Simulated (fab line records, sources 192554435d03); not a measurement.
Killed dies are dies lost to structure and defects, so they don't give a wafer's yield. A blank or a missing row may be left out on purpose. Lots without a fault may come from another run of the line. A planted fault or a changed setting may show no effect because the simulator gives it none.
Which tool did it? | flow n5_finfet | 14 lots, 38 wafers sampled, at 4 steps of a route of 1938

WHAT THE GAUGES READ, wafer by wafer
N5_SDB_THK_MEAS_31. Usual: SDB_THK 63.9 nm, standard deviation 1.3.
lot  | measured    | on            | SDB_THK (nm)   | flag
L741 | day 3 22:56 | film_metro-01 | 64.1 62.7 63.0 |
L742 | day 4 05:49 | film_metro-02 | 63.9 63.9 63.4 |
L743 | day 4 18:03 | film_metro-01 | 63.4 64.7 65.1 |
L744 | day 4 22:38 | film_metro-01 | 65.3 64.1      |
L750 | day 6 05:52 | film_metro-01 | 65.3 64.5      |
L751 | day 6 12:56 | film_metro-01 | 61.8 61.9      |
L755 | day 7 11:13 | film_metro-02 | 64.3 65.1 64.6 |
L756 | day 7 15:42 | film_metro-01 | 62.7 61.6 62.9 |
L758 | day 8 04:44 | film_metro-02 | 63.3 62.9 62.2 |
L759 | day 8 11:14 | film_metro-01 | 64.7 65.9      |
L760 | day 8 14:46 | film_metro-02 | 65.8 62.9 65.3 |
L762 | day 9 03:14 | film_metro-01 | 63.1 65.7 62.9 |
L763 | day 9 11:37 | film_metro-02 | 65.7 64.9 63.7 |
L764 | day 9 19:34 | film_metro-02 | 63.8 65.6 64.7 |

N5_SDB_INSPECT_36: inspects for defects (darkfield). Usual: raw_defect_count 39, standard deviation 17.
lot  | measured    | on                | raw_defect_count | flag
L741 | day 3 22:57 | defect_inspect-02 | 45 61 69         |
L742 | day 4 05:50 | defect_inspect-01 | 54 34 35         |
L743 | day 4 18:05 | defect_inspect-02 | 19 15 36         |
L744 | day 4 22:39 | defect_inspect-02 | 23 43            |
L750 | day 6 05:54 | defect_inspect-01 | 27 17            |
L751 | day 6 12:57 | defect_inspect-01 | 27 41            |
L755 | day 7 11:14 | defect_inspect-01 | 35 16 36         |
L756 | day 7 15:44 | defect_inspect-02 | 93 59 69         |
L758 | day 8 04:46 | defect_inspect-02 | 50 54 50         |
L759 | day 8 11:16 | defect_inspect-01 | 84 73            |
L760 | day 8 14:48 | defect_inspect-01 | 32 55 58         |
L762 | day 9 03:16 | defect_inspect-02 | 17 38 16         |
L763 | day 9 11:39 | defect_inspect-02 | 44 28 24         |
L764 | day 9 19:36 | defect_inspect-02 | 35 33 26         |

N5_HKMG_FIN_OVL_MEAS_13. Usual: NWFM_OVL -0.1 nm, standard deviation 0.8.
lot  | measured     | on         | NWFM_OVL (nm)  | flag
L741 | day 4 04:18  | overlay-01 | 0.6 1.0 1.4    |
L742 | day 4 10:52  | overlay-01 | 0.3 -0.6 0.1   |
L743 | day 4 23:09  | overlay-02 | 0.1 -0.4 -0.5  |
L744 | day 5 03:38  | overlay-02 | 0.0 -0.1       |
L750 | day 6 10:47  | overlay-01 | -0.3 0.1       |
L751 | day 6 18:26  | overlay-01 | -1.4 -0.6      |
L755 | day 7 16:08  | overlay-02 | -0.2 -0.9 0.1  |
L756 | day 7 20:47  | overlay-02 | 0.0 -0.6 -0.1  |
L758 | day 8 10:02  | overlay-02 | -0.9 -1.4 -1.4 |
L759 | day 8 16:37  | overlay-02 | 0.3 1.4        |
L760 | day 8 19:45  | overlay-01 | 0.4 -0.4 -1.0  |
L762 | day 9 08:20  | overlay-01 | 1.3 1.7 1.1    |
L763 | day 9 16:40  | overlay-01 | 1.5 0.2 0.6    |
L764 | day 10 00:34 | overlay-01 | 0.5 -0.3 -0.4  |

WHICH TOOL RAN EACH LOT (tool, then ch and the chambers of the sampled wafers, then the start)
lot  | N5_HKMG_FIN_PWFM_ALD_03
L741 | ald_metal-02 ch 0,2, day 4 03:26
L742 | ald_metal-04 ch 2,3, day 4 09:58
L743 | ald_metal-01 ch 2,3, day 4 22:17
L744 | ald_metal-02 ch 0,3, day 5 02:46
L750 | ald_metal-02 ch 2,3, day 6 10:16
L751 | ald_metal-02 ch 2,3, day 6 17:34
L755 | ald_metal-04 ch 0,3, day 7 15:23
L756 | ald_metal-01 ch 1,2,3, day 7 19:55
L758 | ald_metal-04 ch 0,2,3, day 8 09:17
L759 | ald_metal-04 ch 0,3, day 8 15:43
L760 | ald_metal-01 ch 1,2,3, day 8 18:53
L762 | ald_metal-04 ch 1,2, day 9 07:35
L763 | ald_metal-02 ch 0,1,2, day 9 15:56
L764 | ald_metal-01 ch 2,3, day 9 23:41
- N5_HKMG_FIN_PWFM_ALD_03: deposits TiN, target thk 2 nm, pulse time 1 s, purge time 3 s.

WHAT THE TOOLS THEMSELVES READ (means of the sampled wafers that have a number; where no wafer has one, the mark that the record gives instead)
N5_HKMG_FIN_PWFM_ALD_03. Usual: heater_power_outer_w 525 W, standard deviation 71; heater_power_w 859 W, standard deviation 110; precursor_pulse_height_rel 0.999, standard deviation 0.018.
lot  | tool         | heater_power_outer_w (W) | heater_power_w (W) | precursor_pulse_height_rel | flag
L741 | ald_metal-02 | 522                      | 852                | 1.014                      |
L742 | ald_metal-04 | 598                      | 928                | 0.997                      |
L743 | ald_metal-01 | 491                      | 743                | 1.018                      |
L744 | ald_metal-02 | 476                      | 754                | 1.006                      |
L750 | ald_metal-02 | 506                      | 839                | 1.001                      |
L751 | ald_metal-02 | 494                      | 834                | 0.993                      |
L755 | ald_metal-04 | 616                      | 970                | 0.981                      |
L756 | ald_metal-01 | 504                      | 788                | 0.975                      |
L758 | ald_metal-04 | 589                      | 951                | 1.000                      |
L759 | ald_metal-04 | 612                      | 956                | 1.002                      |
L760 | ald_metal-01 | 493                      | 786                | 1.005                      |
L762 | ald_metal-04 | 507                      | 853                | 1.008                      |
L763 | ald_metal-02 | 511                      | 849                | 0.998                      |
L764 | ald_metal-01 | 483                      | 747                | 1.007                      |

THE ANSWER, worked out from the rows above alone
Rule: a lot is off if the mean of its wafers that have a number lies more than 3 standard deviations from the usual mean. A lot without any number at a reading at which 4 lots or more have one is off too. The other lots that the step has rows for count as sound. The gauges are gone through in route order, then the tools' own readings, and for those a lot's mean is taken as printed above. The first step at which some lot is off is used, and at that step the reading that is off furthest; a lot without a number counts as furthest.
No lot is off at any reading shown: from this, nothing can be told.

WHAT THE SIMULATOR HAD PUT IN
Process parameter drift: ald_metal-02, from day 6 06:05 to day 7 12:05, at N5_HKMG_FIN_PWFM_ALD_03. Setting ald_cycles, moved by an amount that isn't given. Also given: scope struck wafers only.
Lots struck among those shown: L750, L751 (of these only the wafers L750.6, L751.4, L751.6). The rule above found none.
